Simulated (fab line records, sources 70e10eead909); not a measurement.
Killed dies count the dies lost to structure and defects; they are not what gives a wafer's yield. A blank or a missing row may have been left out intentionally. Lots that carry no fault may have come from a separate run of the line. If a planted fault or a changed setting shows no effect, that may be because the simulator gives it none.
Matching of chambers | flow nand harc | 3 sister chambers for NHARC_A_STAIRCASE_DEP_322 on pecvd-03
The step deposits SiO2, target thk 3800 nm. 22 wafers are shown with their chamber, then 11 later ones without.

WAFERS WITH THEIR CHAMBER
wafer  | chamber | mfc precursor sccm (sccm) | heater power w (W)
L074.1 | 1       | 199.9                     | 714
L074.3 | 0       | 199.7                     | 687
L074.6 | 0       | 199.5                     | 650
L078.1 | 2       | 200.2                     | 749
L078.3 | 1       | 201.2                     | 771
L078.5 | 0       | 200.4                     | 638
L079.2 | 1       | 200.2                     | 820
L079.3 | 0       | 200.1                     | 777
L079.4 | 1       | 200.1                     | 654
L080.1 | 1       | 200.2                     | 678
L080.4 | 2       | 199.8                     | 628
L080.5 | 1       | 199.4                     | 639
L084.1 | 1       | 200.9                     | 793
L084.3 | 1       | 200.1                     | 663
L084.6 | 1       | 200.3                     | 659
L087.1 | 2       | 199.9                     | 753
L087.3 | 1       | 199.5                     | 822
L087.5 | 1       | 199.0                     | 665
L088.1 | 0       | 199.3                     | 795
L088.2 | 1       | 200.1                     | 806
L088.6 | 2       | 199.8                     | 619
L090.1 | 2       | 200.1                     | 718

SIGNATURES (means of the wafers above)
reading            | chamber 0 | chamber 1 | chamber 2 | scatter within a chamber
mfc precursor sccm | 199.800   | 200.075   | 199.960   | 0.51
heater power w     | 709.40    | 723.67    | 693.40    | 71.2
Rule: distance of a wafer from a chamber = root of the sum over the readings of ((wafer's reading minus chamber's mean) / reading's scatter) squared. The wafer belongs to the nearest chamber; if the next one is less than 2 further off, it can't be placed. The scatter: the root of (the sum of the squares of (reading less its chamber's mean) over the shown wafers, divided by (wafers less chambers)).

WAFERS WITHOUT THEIR CHAMBER
wafer  | mfc precursor sccm (sccm) | heater power w (W)
L090.3 | 199.5                     | 733
L090.6 | 199.2                     | 653
L091.3 | 200.5                     | 669
L091.4 | 199.9                     | 605
L091.5 | 200.2                     | 628
L092.2 | 198.9                     | 706
L092.3 | 199.3                     | 759
L092.5 | 199.4                     | 604
L096.3 | 199.4                     | 759
L096.5 | 200.9                     | 617
L096.6 | 199.8                     | 647

WHICH CHAMBER EACH WENT THROUGH
wafer  | from the rows above          | in truth
L090.3 | can't be placed: 0 or 2 or 1 | 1
L090.6 | can't be placed: 0 or 2 or 1 | 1
L091.3 | can't be placed: 2 or 1 or 0 | 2
L091.4 | can't be placed: 2 or 0 or 1 | 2
L091.5 | can't be placed: 2 or 1 or 0 | 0
L092.2 | can't be placed: 0 or 2 or 1 | 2
L092.3 | can't be placed: 0 or 2 or 1 | 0
L092.5 | can't be placed: 2 or 0 or 1 | 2
L096.3 | can't be placed: 0 or 1 or 2 | 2
L096.5 | can't be placed: 2 or 1 or 0 | 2
L096.6 | can't be placed: 2 or 0 or 1 | 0
Placed correctly: 0 of 11. Cannot be placed on the basis of these rows: 11; the candidates contain the true chamber in 11. Number placed wrongly: 0.
